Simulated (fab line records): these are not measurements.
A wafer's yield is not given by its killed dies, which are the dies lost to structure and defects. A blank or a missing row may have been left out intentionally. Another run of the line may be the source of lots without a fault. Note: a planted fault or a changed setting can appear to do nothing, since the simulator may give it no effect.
Comparing a struck lot with a sound one / flow nandHarc / 15 steps out of a route of 1302
Sound: the wafers L325.1, L325.3, L325.4. Struck: wafer L330.6. (L330.2, L330.4 of the same lot were not struck and are left out.) The cause comes at the end.
Order at every step that has rows: each side's tool, ch and its chambers, its first start. Under that, the readings that differ: sound wafers / struck wafers / difference of the means / sigmas: that difference in standard deviations of wafers without a fault.
alike: a reading whose means differ by less than 2 such deviations, as well as words and numbers matching on both sides. not compared: withheld readings; readings where some wafer has no value; bounds like >300 that might hide an equal value; numbers whose values overlap and for which the record gives no deviation.
A row with sigmas, a row that says differs or no value, or rows on one side alone: a step with any of these is where the two part. Numbers that don't overlap but have no deviation are shown without sigmas and don't part them. Lack of a reading on every wafer of one side parts them only where that side has two or more wafers.

NHARC_A_M0_OVL_MEAS_10: pitch 160 nm.
  sound: overlay-01 at day 23 00:22; struck: overlay-02 at day 25 23:24
reading=overlayXNm (nm); sound=-0.2 -0.7 -0.6; struck=1.0; difference=+1.5; sigmas=+2
  alike: overlayYNm
NHARC_A_M0_INSPECT_11:
  sound: defectInspect-02 at day 23 00:25; struck: defectInspect-02 at day 25 23:26
  alike: rawDefectCount
then, 1 step without rows for these wafers: NHARC_A_M0_DESCUM_14 (chemistry O2, time 3 s).
NHARC_A_M0_ETCH_34: etches the open film in N2/H2, target depth 40 nm, overetch 12 nm, time 43.94 s.
  sound on rieDiel-09 ch 0,3, day 23 00:34; struck on rieDiel-09 ch 3, day 25 23:35
  alike: drypumpMotorCurrentA, oesProductAu, rfVppV, showerheadPlenumPTorr, throttleValvePct
  not compared: rfHoursCounterH
then, 1 step without rows for these wafers: NHARC_A_M0_ETCH_15 (etches the open film in C4F8/Ar, target depth 150 nm, overetch 15 nm, time 82.5 s).
NHARC_A_M0_CD_MEAS_16:
  sound: cdSem-02 at day 23 00:49; struck: cdSem-02 at day 25 23:48
  alike: cdNm
NHARC_A_M0_STRIP_18: strips in N2/H2.
  sound on rieDiel-09 ch 0,1,3, day 23 00:53; struck on rieDiel-11 ch 2, day 25 23:54
  alike: drypumpMotorCurrentA, oesProductAu, rfVppV, showerheadPlenumPTorr, throttleValvePct
  not compared: rfHoursCounterH
then, 1 step without rows for these wafers: NHARC_A_M0_STRIP_19 (strips in post etch residue remover, time 600 s).
NHARC_A_M0_DEGAS_28: time 60 s.
  sound: pvdSputter-02 at day 23 01:29; struck: pvdSputter-02 at day 26 00:25
  alike: heaterPowerW
NHARC_A_M0_PRE_CLEAN_29: time 30 s.
  sound on pvdSputter-02; struck on pvdSputter-02
  alike: heaterPowerW
then, 1 step without rows for these wafers: NHARC_A_M0_PVD_20 (deposits TaN, target thk 5 nm, time 8.06 s).
NHARC_A_M0_PVD_21: deposits Cu, target thk 30 nm, time 20.49 s.
  sound on pvdSputter-02; struck on pvdSputter-02
  alike: throttleValvePct
NHARC_A_M0_ECD_22: material Cu, target thk 400 nm.
  sound on ecdCu-02 ch 0,1, day 23 01:53; struck on ecdCu-01 ch 1, day 26 00:49
then, 1 step without rows for these wafers: NHARC_A_M0_ANNEAL_30 (time 90 s).
NHARC_A_M0_CMP_23: polishes, t overpolish 20 s, target thk 113.75 nm.
  sound on cmp-04 ch 0,1,3, day 23 02:34; struck on cmp-01 ch 2, day 26 01:29
reading=slurryFilterDpKPa (kPa); sound=13.52 13.64 13.92; struck=13.32; difference=-0.37; sigmas=-3
reading=timeToEndpointS (s); sound=29.0 30.4 32.5; struck=10.2; difference=-20.4; sigmas=-7
  alike: motorCurrentA

## WHERE THEY PART
At NHARC_A_M0_OVL_MEAS_10 first; at NHARC_A_M0_CMP_23 last (within this record only).

WHY: whatever the simulator had introduced
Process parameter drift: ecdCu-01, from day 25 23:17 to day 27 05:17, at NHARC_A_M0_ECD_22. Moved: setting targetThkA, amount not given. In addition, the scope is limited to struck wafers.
